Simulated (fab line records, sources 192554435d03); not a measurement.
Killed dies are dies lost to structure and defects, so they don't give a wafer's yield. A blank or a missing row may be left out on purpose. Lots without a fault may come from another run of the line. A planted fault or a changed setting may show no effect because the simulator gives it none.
Chamber matching | flow n5_finfet | N5_WELL_APT_DESCUM_13 on rie_diel-05: 4 sister chambers
The step chemistry O2, time 7.9 s. 14 wafers are shown with their chamber, then 7 later ones without.

WAFERS WITH THEIR CHAMBER
wafer  | chamber | showerhead_plenum_p_Torr (Torr) | throttle_valve_pct (%) | drypump_motor_current_A (A)
L076.1 | 1       | 2.09                            | 20.38                  | 5.2
L076.4 | 2       | 2.19                            | 20.02                  | 5.7
L076.6 | 3       | 2.07                            | 20.69                  | 5.2
L082.1 | 3       | 2.06                            | 20.71                  | 5.2
L082.2 | 0       | 2.08                            | 20.42                  | 5.7
L082.5 | 3       | 2.06                            | 20.71                  | 5.2
L084.1 | 2       | 2.19                            | 20.04                  | 5.7
L084.2 | 3       | 2.06                            | 20.73                  | 5.2
L084.3 | 0       | 2.08                            | 20.43                  | 5.7
L090.1 | 3       | 2.05                            | 20.75                  | 5.2
L090.3 | 2       | 2.18                            | 20.08                  | 5.6
L090.4 | 0       | 2.08                            | 20.44                  | 5.7
L091.1 | 3       | 2.05                            | 20.76                  | 5.2
L091.2 | 0       | 2.08                            | 20.44                  | 5.6

SIGNATURES (means of the wafers above)
reading                  | chamber 0 | chamber 1 | chamber 2 | chamber 3 | scatter within a chamber
showerhead_plenum_p_Torr | 2.0800    | 2.0900    | 2.1867    | 2.0583    | 0.00592
throttle_valve_pct       | 20.4325   | 20.3800   | 20.0467   | 20.7250   | 0.0239
drypump_motor_current_A  | 5.675     | 5.200     | 5.667     | 5.200     | 0.0376
Rule: a wafer's distance from a chamber is the root of the sum, over the readings, of the square of ((its reading less the chamber's mean) divided by the reading's scatter). The wafer belongs to the nearest chamber; if the next one is less than 2 further off, it can't be placed. The scatter: the root of (the sum of the squares of (reading less its chamber's mean) over the shown wafers, divided by (wafers less chambers)).

WAFERS WITHOUT THEIR CHAMBER
wafer  | showerhead_plenum_p_Torr (Torr) | throttle_valve_pct (%) | drypump_motor_current_A (A)
L091.6 | 2.09                            | 20.40                  | 5.2
L093.2 | 2.18                            | 20.08                  | 5.7
L093.5 | 2.08                            | 20.46                  | 5.7
L093.6 | 2.08                            | 20.43                  | 5.2
L097.1 | 2.18                            | 20.09                  | 5.6
L097.2 | 2.08                            | 20.42                  | 5.2
L097.5 | 2.08                            | 20.43                  | 5.2

WHICH CHAMBER EACH WENT THROUGH
wafer  | from the rows above | in truth
L091.6 | 1                   | 1
L093.2 | 2                   | 2
L093.5 | 0                   | 0
L093.6 | 1                   | 1
L097.1 | 2                   | 2
L097.2 | 1                   | 1
L097.5 | 1                   | 1
Placed correctly: 7 of 7. Can't be placed from these rows: 0. Placed wrongly: 0.
